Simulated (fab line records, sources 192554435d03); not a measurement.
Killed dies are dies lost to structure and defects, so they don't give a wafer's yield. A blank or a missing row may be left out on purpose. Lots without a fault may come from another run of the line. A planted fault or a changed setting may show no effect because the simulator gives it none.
fab line records | flow n5_finfet
record lots=12 wafers=36 last_day=17
route steps=1938 shown BEOL_M5@1176
lots that met no fault: from a run of the same line without faults
start_h: hours from the record's first day to the start of the lot's first wafer shown | wait_h: hours since the lot's step before | " the same as in the row above | L1.1+2: a row that stands for several wafers | - no value, or no start given | * or withheld: withheld | < > ~ a bound
route shown NAME@n: a module of which the file shows steps, and the number in the route of the first | usual: mean/standard deviation of fault-free wafers | same: alike in all rows | chamber/n: place in a boat | sites: the reading at each site | _std_site: their standard deviation | _edge_site: outer sites' mean less inner sites' | radius_mm: how far each site lies from the wafer's centre | mask NAME#n: copy n | behind: the tool/chamber that last shaped the wafer | hold: why the lot was held/for how many hours/how that ended | device: the transistor (n, p or np) that didn't switch | end of line: the same wafers' tests at the end of the route | a step without rows: its recipe alone | killed: dies lost to structure and defects at the first sort, not the wafer's yield | map: a wafer's dies, x killed, . not, _ none there
set.NAME: the setting as run; set.NAME@STEP: as run at that earlier step | model.NAME: the simulator's own value behind a step, which no gauge read
steps of the route over a sample of lots; a table a step, a row a wafer
services: from which hour (start_h, from the record's first day; less than 0 if before it) a tool's chamber was out of use, for how many hours, and why
## steps
# step N5_BEOL_M5_ANNEAL_49
# recipe temp_c=400 time_s=1800 ambient=vacuum
# usual heater_power_w=832/88
# columns lot.wafer tool chamber start_h wait_h heater_power_w
L669.2 pvd_sputter-01 - 171.75 0.0 912
L669.3 " - " " 981
L669.4 " - " " 803
L672.2 pvd_sputter-02 - 189.73 0.0 832
L672.3 " - " " 700
L672.4 " - " " 895
L671.3 pvd_sputter-02 - 194.54 0.0 905
L671.5 " - " " 920
L671.6 " - " " 704
L673.1 pvd_sputter-01 - 198.58 0.0 921
L673.4 " - " " 766
L673.5 " - " " 806
L674.1 pvd_sputter-03 - 198.94 0.0 973
L674.4 " - " " 866
L674.6 " - " " 881
L675.3 pvd_sputter-03 - 211.23 0.0 780
L675.4 " - " " 962
L675.5 " - " " 800
L677.1 pvd_sputter-03 - 225.17 0.0 782
L677.4 " - " " 888
L677.6 " - " " 801
L678.1 pvd_sputter-03 - 229.60 0.0 808
L678.4 " - " " 798
L678.5 " - " " 963
L679.1 pvd_sputter-02 - 252.18 0.0 898
L679.2 " - " " 822
L679.6 " - " " 729
L687.2 pvd_sputter-02 - 289.36 0.0 831
L687.4 " - " " 920
L687.5 " - " " 698
L690.2 pvd_sputter-02 - 308.90 0.0 774
L690.4 " - " " 802
L690.5 " - " " 824
L692.3 pvd_sputter-03 - 321.97 0.0 776
L692.4 " - " " 773
L692.6 " - " " 967
# step N5_BEOL_M5_ANNEAL_84
# recipe temp_c=400 time_s=1800 ambient=vacuum
# usual heater_power_w=832/89
# columns lot.wafer tool chamber start_h wait_h heater_power_w
L669.2 pvd_sputter-01 - 173.92 0.0 935
L669.3 " - " " 977
L669.4 " - " " 831
L672.2 pvd_sputter-02 - 191.90 0.0 815
L672.3 " - " " 708
L672.4 " - " " 898
L671.3 pvd_sputter-02 - 196.72 0.0 922
L671.5 " - " " 889
L671.6 " - " " 680
L673.1 pvd_sputter-01 - 200.76 0.0 938
L673.4 " - " " 763
L673.5 " - " " 851
L674.1 pvd_sputter-03 - 201.11 0.0 957
L674.4 " - " " 863
L674.6 " - " " 887
L675.3 pvd_sputter-03 - 213.40 0.0 810
L675.4 " - " " 964
L675.5 " - " " 797
L677.1 pvd_sputter-03 - 227.35 0.0 794
L677.4 " - " " 900
L677.6 " - " " 803
L678.1 pvd_sputter-03 - 231.77 0.0 774
L678.4 " - " " 779
L678.5 " - " " 987
L679.1 pvd_sputter-02 - 254.35 0.0 910
L679.2 " - " " 830
L679.6 " - " " 740
L687.2 pvd_sputter-02 - 291.54 0.0 818
L687.4 " - " " 912
L687.5 " - " " 716
L690.2 pvd_sputter-02 - 311.07 0.0 741
L690.4 " - " " 807
L690.5 " - " " 827
L692.3 pvd_sputter-03 - 324.14 0.0 793
L692.4 " - " " 780
L692.6 " - " " 958
# step N5_BEOL_M5_CMP_52
# recipe stop_on=SiCOH_lowk t_overpolish_s=6.9 down_force_psi=1 platen_rpm=50 clearing_platen_down_force_psi=1.5 clearing_platen_rpm=50 post_cmp_clean=cu_alkaline target_thk_nm=62 clearing_platen_pad_velocity_m_s=0.99484 pad_velocity_m_s=0.99484
# usual barrier_field_endpoint_s=24.4/0.56 motor_current_A=6.3/0.78 overpolish_run_s=6.899/0.0092 platen_rpm=50.00/0.036 retaining_ring_pressure_frac=0.999/0.0052 time_to_endpoint_s=61.7/2.4
# columns lot.wafer tool chamber start_h wait_h barrier_field_endpoint_s motor_current_A overpolish_run_s platen_rpm retaining_ring_pressure_frac time_to_endpoint_s
L669.4 cmp-02 1 176.56 0.2 25.3 7.1 6.897 50.02 1.000 61.7
L669.3 " 2 " " 25.4 5.6 6.904 50.02 1.006 65.9
L669.2 " 3 " " 25.0 5.5 6.889 49.99 1.000 66.0
L672.4 cmp-01 3 194.54 0.1 23.8 6.7 6.895 50.05 0.997 60.8
L672.3 " 0 " " 23.6 7.6 6.902 49.98 0.993 59.0
L672.2 " 1 " " 25.1 5.4 6.903 49.99 0.997 64.9
L671.3 cmp-02 1 199.37 0.2 24.9 6.9 6.887 50.02 0.995 61.9
L671.6 " 0 " " 25.2 4.9 6.909 49.96 1.004 64.1
L671.5 " 1 " " 25.2 7.1 6.908 50.06 1.001 62.5
L673.4 cmp-01 1 203.43 0.2 25.6 5.3 6.903 50.00 0.999 64.0
L673.1 " 2 " " 24.0 6.4 6.896 50.05 1.006 61.4
L673.5 " 3 " " 24.8 6.6 6.888 50.00 1.006 62.4
L674.1 cmp-02 1 203.71 0.3 23.6 6.8 6.904 49.97 1.005 59.6
L674.4 " 2 " " 24.2 5.7 6.896 49.92 1.004 64.1
L674.6 " 2 " " 24.2 5.9 6.894 50.04 1.002 62.0
L675.3 cmp-04 2 216.26 0.2 23.7 7.0 6.898 49.98 0.991 61.9
L675.4 " 0 " " 24.0 5.3 6.903 50.03 0.985 60.9
L675.5 " 2 " " 25.2 7.5 6.885 49.98 0.996 62.7
L677.4 cmp-02 1 229.94 0.1 24.6 6.8 6.907 49.96 1.008 56.6
L677.1 " 0 " " 24.3 5.4 6.902 49.97 1.008 60.5
L677.6 " 2 " " 25.2 5.8 6.897 49.99 0.999 63.3
L678.4 cmp-04 0 234.42 0.2 24.6 5.2 6.913 49.99 1.001 61.8
L678.1 " 2 " " 24.6 7.2 6.915 49.98 1.007 63.2
L678.5 " 3 " " 25.0 6.5 6.904 49.99 0.989 61.7
L679.1 cmp-04 2 256.96 0.3 25.3 6.7 6.896 48.02 0.985 61.2
L679.2 " 3 " " 24.6 6.7 6.906 50.00 1.012 61.8
L679.6 " 2 " " 27.5 7.0 6.887 47.95 0.999 65.1
L687.4 cmp-02 0 294.99 0.9 24.1 5.0 6.896 49.93 1.003 60.0
L687.2 " 3 " " 23.8 5.5 6.905 49.99 0.999 59.0
L687.5 " 1 " " 24.1 6.9 6.889 50.05 1.002 61.6
L690.2 cmp-01 0 313.76 0.3 24.1 7.8 6.890 50.02 0.994 60.8
L690.4 " 3 " " 24.4 6.8 6.896 49.93 0.992 57.3
L690.5 " 1 " " 24.4 5.3 6.912 49.98 0.995 62.3
L692.4 cmp-04 3 326.85 0.2 24.7 6.7 6.881 49.98 0.999 64.3
L692.3 " 1 " " 24.4 7.3 6.911 50.02 0.995 64.0
L692.6 " 2 " " 24.7 6.9 6.896 50.03 0.995 62.5
## services
# columns tool chamber start_h hours kind
pvd_sputter-02 - 153.37 1.0 repair
cmp-01 - 157.30 1.3 repair
cmp-04 - 159.52 1.4 repair
pvd_sputter-03 - 169.70 3.3 repair
cmp-04 - 171.25 1.6 repair
cmp-04 - 189.08 0.5 repair
cmp-04 - 200.94 6.7 repair
cmp-02 - 230.48 1.0 repair
cmp-01 - 240.96 2.3 repair
cmp-01 - 251.52 6.1 repair
cmp-02 - 264.59 5.4 pm
cmp-01 - 288.57 4.0 pm
cmp-01 - 292.57 - consumable_replace:conditioner
cmp-01 - 292.57 - consumable_replace:pad
cmp-04 - 295.51 4.1 repair
cmp-02 - 296.11 2.5 repair
pvd_sputter-01 - 300.26 1.2 repair
cmp-04 - 309.66 4.0 pm
cmp-04 - 313.66 - consumable_replace:conditioner
cmp-04 - 313.66 - consumable_replace:pad
cmp-02 - 316.20 11.3 repair
cmp-01 - 317.58 0.9 repair
## key
first_sign step=N5_BEOL_M5_CMP_52 reading=platen_rpm direction=down sigmas=55 usual=50.00 struck=47.98
effect none on later readings
met_at N5_BEOL_M5_CMP_52
struck_lots L679
struck_wafers L679.1,L679.6
not_acting_at N5_BEOL_M5_ANNEAL_49,N5_BEOL_M5_ANNEAL_84
onset_between 234.42 256.96
fault kind=process_parameter_drift tool=cmp-04 chamber=2 onset_h=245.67 steps=N5_BEOL_M5_CMP_52 channel=platen_rpm offset=-2 shape=step end_h=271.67 acts_in=these_recipes_only stated=50
